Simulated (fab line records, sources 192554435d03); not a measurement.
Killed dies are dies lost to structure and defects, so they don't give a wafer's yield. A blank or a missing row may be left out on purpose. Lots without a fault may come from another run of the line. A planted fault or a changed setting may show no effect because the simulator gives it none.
Chamber matching | flow n5_finfet | N5_BEOL_M11_ALD_74 on ald_metal-04: 4 sister chambers
The step deposits TaN, target thk 2 nm, pulse time 2 s, purge time 3 s. 4 wafers are shown with their chamber, then 9 later ones without.

WAFERS WITH THEIR CHAMBER
wafer  | chamber | heater_power_w (W)
L081.6 | 0       | 497
L082.6 | 3       | 344
L093.5 | 2       | 419
L093.6 | 1       | 493

WAFERS WITHOUT THEIR CHAMBER
wafer  | heater_power_w (W)
L094.2 | 423
L094.4 | 353
L094.6 | 500
L095.1 | 511
L095.3 | 351
L095.5 | 500
L097.2 | 358
L097.3 | 487
L097.4 | 491

WHICH CHAMBER EACH WENT THROUGH
wafer  | from the rows above     | in truth
L094.2 | 2                       | 2
L094.4 | 3                       | 3
L094.6 | can't be placed: 0 or 1 | 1
L095.1 | can't be placed: 0 or 1 | 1
L095.3 | 3                       | 3
L095.5 | can't be placed: 0 or 1 | 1
L097.2 | 3                       | 3
L097.3 | can't be placed: 1 or 0 | 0
L097.4 | can't be placed: 1 or 0 | 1
Placed correctly: 4 of 9. Can't be placed from these rows: 5 (the true chamber is among the candidates in 5). Placed wrongly: 0.
How it was worked out, from the rows above alone: a wafer's distance from a chamber is the root of the sum, over the readings, of the square of ((its reading less the chamber's mean) divided by the reading's scatter). The wafer belongs to the nearest chamber; if the next one is less than 2 further off, it can't be placed. A chamber's mean is the mean of its shown wafers. The scatter: with one shown wafer a chamber, the root of the mean of the squares of how far each hidden wafer lies from its nearest shown one.
